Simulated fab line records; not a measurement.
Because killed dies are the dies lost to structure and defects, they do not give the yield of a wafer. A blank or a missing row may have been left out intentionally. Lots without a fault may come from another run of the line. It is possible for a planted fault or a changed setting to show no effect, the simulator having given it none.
Lot-split experiment || flow n5-finfet || route with 1938 steps; 7 lots, 21 wafers read

ABOUT THE SPLIT
At N5_BEOL_M2_PECVD_72 (deposits SiO2 from TEOS/O2, target thk 16 nm, time 18 s), the setting time-s was moved away from the recipe's 18 s on 9 of the 21 wafers read, by -12.3% to +7.3%. For the rest of the wafers, this setting stayed at what the recipe calls for.

The split's own step is where the reading is taken.

THE READING
SiO2_of_BEOL_M2_PECVD_72.thk-nm (the simulator's own value, which no gauge read), in nm, at N5_BEOL_M2_PECVD_72 (deposits SiO2 from TEOS/O2, target thk 16 nm, time 18 s). There is no usual value for it anywhere in the file. Here, 12 wafers ran the recipe; their average is 16.2 nm with a standard deviation of 0.2 nm.

{"wafer": "L074.1", "tool, chamber at the split": "pecvd-04, 2", "time-s as run, s": 16.88, "against the recipe": "-6.2%", "SiO2_of_BEOL_M2_PECVD_72.thk-nm, nm": 15, "against lot-mates on the recipe": -1.4}
{"wafer": "L074.2", "tool, chamber at the split": "pecvd-04, 1,0", "time-s as run, s": 18, "against the recipe": "recipe", "SiO2_of_BEOL_M2_PECVD_72.thk-nm, nm": 16.4, "against lot-mates on the recipe": "-"}
{"wafer": "L074.3", "tool, chamber at the split": "pecvd-04, 1,0", "time-s as run, s": 18, "against the recipe": "recipe", "SiO2_of_BEOL_M2_PECVD_72.thk-nm, nm": 16.4, "against lot-mates on the recipe": "-"}
{"wafer": "L077.3", "tool, chamber at the split": "pecvd-01, 1", "time-s as run, s": 18, "against the recipe": "recipe", "SiO2_of_BEOL_M2_PECVD_72.thk-nm, nm": 16, "against lot-mates on the recipe": "-"}
{"wafer": "L077.4", "tool, chamber at the split": "pecvd-01, 0", "time-s as run, s": 18, "against the recipe": "recipe", "SiO2_of_BEOL_M2_PECVD_72.thk-nm, nm": 16.2, "against lot-mates on the recipe": "-"}
{"wafer": "L077.5", "tool, chamber at the split": "pecvd-01, 1", "time-s as run, s": 15.85, "against the recipe": "-11.9%", "SiO2_of_BEOL_M2_PECVD_72.thk-nm, nm": 14.4, "against lot-mates on the recipe": -1.7}
{"wafer": "L078.2", "tool, chamber at the split": "pecvd-04, 1", "time-s as run, s": 18, "against the recipe": "recipe", "SiO2_of_BEOL_M2_PECVD_72.thk-nm, nm": 16.2, "against lot-mates on the recipe": "-"}
{"wafer": "L078.4", "tool, chamber at the split": "pecvd-04, 2", "time-s as run, s": 18, "against the recipe": "recipe", "SiO2_of_BEOL_M2_PECVD_72.thk-nm, nm": 16.4, "against lot-mates on the recipe": "-"}
{"wafer": "L078.5", "tool, chamber at the split": "pecvd-04, 0", "time-s as run, s": 18.8, "against the recipe": "+4.4%", "SiO2_of_BEOL_M2_PECVD_72.thk-nm, nm": 17.2, "against lot-mates on the recipe": "+0.9"}
{"wafer": "L081.3", "tool, chamber at the split": "pecvd-03, 1,2", "time-s as run, s": 15.78, "against the recipe": "-12.3%", "SiO2_of_BEOL_M2_PECVD_72.thk-nm, nm": 14.2, "against lot-mates on the recipe": "no lot-mate on the recipe"}
{"wafer": "L081.5", "tool, chamber at the split": "pecvd-03, 1,2", "time-s as run, s": 15.78, "against the recipe": "-12.3%", "SiO2_of_BEOL_M2_PECVD_72.thk-nm, nm": 14.2, "against lot-mates on the recipe": "no lot-mate on the recipe"}
{"wafer": "L081.4", "tool, chamber at the split": "pecvd-03, 1", "time-s as run, s": 15.78, "against the recipe": "-12.3%", "SiO2_of_BEOL_M2_PECVD_72.thk-nm, nm": 14.4, "against lot-mates on the recipe": "no lot-mate on the recipe"}
{"wafer": "L084.1", "tool, chamber at the split": "pecvd-04, 1", "time-s as run, s": 18, "against the recipe": "recipe", "SiO2_of_BEOL_M2_PECVD_72.thk-nm, nm": 16, "against lot-mates on the recipe": "-"}
{"wafer": "L084.4", "tool, chamber at the split": "pecvd-04, 0", "time-s as run, s": 18, "against the recipe": "recipe", "SiO2_of_BEOL_M2_PECVD_72.thk-nm, nm": 16.4, "against lot-mates on the recipe": "-"}
{"wafer": "L084.5", "tool, chamber at the split": "pecvd-04, 2", "time-s as run, s": 18, "against the recipe": "recipe", "SiO2_of_BEOL_M2_PECVD_72.thk-nm, nm": 16.2, "against lot-mates on the recipe": "-"}
{"wafer": "L087.1", "tool, chamber at the split": "pecvd-04, 2", "time-s as run, s": 18, "against the recipe": "recipe", "SiO2_of_BEOL_M2_PECVD_72.thk-nm, nm": 15.8, "against lot-mates on the recipe": "-"}
{"wafer": "L087.3", "tool, chamber at the split": "pecvd-04, 0", "time-s as run, s": 18, "against the recipe": "recipe", "SiO2_of_BEOL_M2_PECVD_72.thk-nm, nm": 16, "against lot-mates on the recipe": "-"}
{"wafer": "L087.4", "tool, chamber at the split": "pecvd-04, 1", "time-s as run, s": 19.32, "against the recipe": "+7.3%", "SiO2_of_BEOL_M2_PECVD_72.thk-nm, nm": 16.8, "against lot-mates on the recipe": "+0.9"}
{"wafer": "L094.3", "tool, chamber at the split": "pecvd-04, 2", "time-s as run, s": 16.43, "against the recipe": "-8.7%", "SiO2_of_BEOL_M2_PECVD_72.thk-nm, nm": 14.4, "against lot-mates on the recipe": -1.6}
{"wafer": "L094.4", "tool, chamber at the split": "pecvd-04, 2", "time-s as run, s": 16.43, "against the recipe": "-8.7%", "SiO2_of_BEOL_M2_PECVD_72.thk-nm, nm": 14.4, "against lot-mates on the recipe": -1.6}
{"wafer": "L094.6", "tool, chamber at the split": "pecvd-04, 1", "time-s as run, s": 18, "against the recipe": "recipe", "SiO2_of_BEOL_M2_PECVD_72.thk-nm, nm": 16, "against lot-mates on the recipe": "-"}
If several chambers appear in one row, that row covers several wafers at once and the file leaves open which wafer was in which chamber.

FIT RESULTS
A straight line over all 21 wafers: SiO2_of_BEOL_M2_PECVD_72.thk-nm changes by +0.158 nm for each +1% of time-s; r = +0.97; the points scatter about the line by 0.25 nm.
The same after taking each lot's own level away (the mean of its wafers on the recipe; 18 wafers): +0.164 nm for each +1%; r = +0.98; scatter 0.18 nm.
Per that fit: largest time-s move, reading shift of 2 nm.
Measured against the standard deviation above, the lots' own levels, which go from 15.90 to 16.40 nm, span 2.5 times it.
Consequently the slope shifts little with the lot-to-lot level, the two slopes agreeing.
Check: with one of the wafers moved furthest among these (-11.9%) left out of the fit, the line predicts -2.15 nm for it against its lot-mates. Against them it came out at -1.7 nm.

THE OTHER SPLITS THESE WAFERS WENT THROUGH
Note: prior to the reading, these wafers also went through further splits. Each is held against what the fit with the lots' levels taken away leaves over:
{"other split on the same wafers": "N5_MOL_CONTACT_COAG_COAT_64 spin-rpm", "wafers away from the commonest value": 7, "r with SiO2_of_BEOL_M2_PECVD_72.thk-nm (lot level and that fit taken away)": -0.22}
{"other split on the same wafers": "N5_BEOL_M0_SAQP_EXPOSE_11 dose-mj", "wafers away from the commonest value": 6, "r with SiO2_of_BEOL_M2_PECVD_72.thk-nm (lot level and that fit taken away)": "+0.12"}
{"other split on the same wafers": "N5_BEOL_M0_SAQP_DESCUM_19 time-s", "wafers away from the commonest value": 5, "r with SiO2_of_BEOL_M2_PECVD_72.thk-nm (lot level and that fit taken away)": "+0.15"}
{"other split on the same wafers": "N5_BEOL_M0_SAQP_SPACER1_ALD_98 ald-cycles", "wafers away from the commonest value": 6, "r with SiO2_of_BEOL_M2_PECVD_72.thk-nm (lot level and that fit taken away)": -0.13}
{"other split on the same wafers": "N5_BEOL_M1_ETCH_64 source-w", "wafers away from the commonest value": 5, "r with SiO2_of_BEOL_M2_PECVD_72.thk-nm (lot level and that fit taken away)": -0.29}
{"other split on the same wafers": "N5_BEOL_M1_DESCUM_33 time-s", "wafers away from the commonest value": 5, "r with SiO2_of_BEOL_M2_PECVD_72.thk-nm (lot level and that fit taken away)": "+0.47"}
{"other split on the same wafers": "N5_BEOL_M2_ILD_DEP_00 time-s", "wafers away from the commonest value": 8, "r with SiO2_of_BEOL_M2_PECVD_72.thk-nm (lot level and that fit taken away)": -0.29}

FILE'S OWN FIT
SiO2_of_BEOL_M2_PECVD_72.thk-nm changes by +0.162 nm for each +1% of time-s, r = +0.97.
